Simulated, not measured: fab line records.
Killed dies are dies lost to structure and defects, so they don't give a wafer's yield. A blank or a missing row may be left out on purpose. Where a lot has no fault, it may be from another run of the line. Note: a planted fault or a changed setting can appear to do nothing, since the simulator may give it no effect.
Which tool is to blame?	flow n5-finfet	12 lots (36 wafers sampled), 1 step of a 1938-step route

== WHAT THE GAUGES SHOWED, per wafer ==
N5_BEOL_M3_INSPECT_59: inspects for defects (darkfield).
lot	measured	on	raw-defect-count
L074	day 8 21:55	defect-inspect-01	68 48 56
L077	day 9 00:32	defect-inspect-02	51 96 67
L079	day 9 04:18	defect-inspect-02	96 36 57
L081	day 9 18:22	defect-inspect-01	80 36 59
L083	day 10 12:17	defect-inspect-02	84 56 61
L085	day 11 02:28	defect-inspect-02	62 47 34
L087	day 11 02:52	defect-inspect-02	82 81 83
L089	day 11 18:42	defect-inspect-02	97 69 119
L091	day 12 10:03	defect-inspect-01	55 67 92
L092	day 12 23:47	defect-inspect-01	44 101 65
L096	day 13 21:51	defect-inspect-01	66 77 44
L097	day 14 06:02	defect-inspect-02	101 81 100

== WHAT TOOL EACH LOT RAN ON (gives the tool, then ch and the chambers of the sampled wafers, and finally the start) ==
Record: no process step prior to these readings.

== THE ANSWER, worked out from the rows above alone ==
Rule: the usual values come from the lots themselves. Put in order of their means at a reading, lots are off if they are a third of the lots or fewer, leave a main group of 4 or more, and stand apart from it by a gap of 3 or more times the standard deviation of the main group's means; of several such gaps the widest counts. The tables above print the reading to a certain number of digits; a main group whose means all agree to those digits is not used. Also off: a lot with no number at a reading for which 4 or more lots have one. All remaining lots with rows at the step are treated as sound.
None of the lots is off at any reading shown; this tells nothing.

== WHAT WAS PUT IN BY THE SIMULATOR ==
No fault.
